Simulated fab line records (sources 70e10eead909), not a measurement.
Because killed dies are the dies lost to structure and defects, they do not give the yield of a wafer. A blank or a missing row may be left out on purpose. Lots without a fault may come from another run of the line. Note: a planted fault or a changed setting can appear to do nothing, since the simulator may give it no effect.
Chamber matching ; flow nandHarc ; rieDiel-13 running NHARC_A_BLC_STRIP_29: 4 sister chambers
The step strips in CF4. 4 wafers are shown with their chamber, then 9 later ones without.

== WAFERS WITH THEIR CHAMBER ==
wafer;chamber;showerheadPlenumPTorr (Torr)
L082.3;2;1.67
L088.3;1;1.73
L088.4;3;1.75
L088.5;0;1.69

== WAFERS WITH NO CHAMBER GIVEN ==
wafer;showerheadPlenumPTorr (Torr)
L093.4;1.73
L093.5;1.73
L093.6;1.69
L094.1;1.74
L094.2;1.69
L094.3;1.67
L095.1;1.67
L095.4;1.73
L095.6;1.74

== WHICH CHAMBER EACH ONE RAN IN ==
wafer;from the rows above;in truth
L093.4;1;1
L093.5;1;1
L093.6;0;0
L094.1;can't be placed: 1 or 3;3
L094.2;0;0
L094.3;2;2
L095.1;2;2
L095.4;1;1
L095.6;can't be placed: 1 or 3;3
Placed correctly: 7 of 9. Can't be placed from these rows: 2 (the true chamber is among the candidates in 2). 0 placed wrongly.
How it was worked out, from the rows above alone: a wafer's distance from a chamber is the root of the sum, over the readings, of the square of ((its reading less the chamber's mean) divided by the reading's scatter). If the next closest chamber is less than 2 further off than the closest, the wafer can't be placed; otherwise it belongs to the closest. The mean given for a chamber averages the wafers shown for that chamber. The scatter (one wafer shown for each chamber): square how far every hidden wafer sits from the nearest shown wafer, average those squares and take the square root.
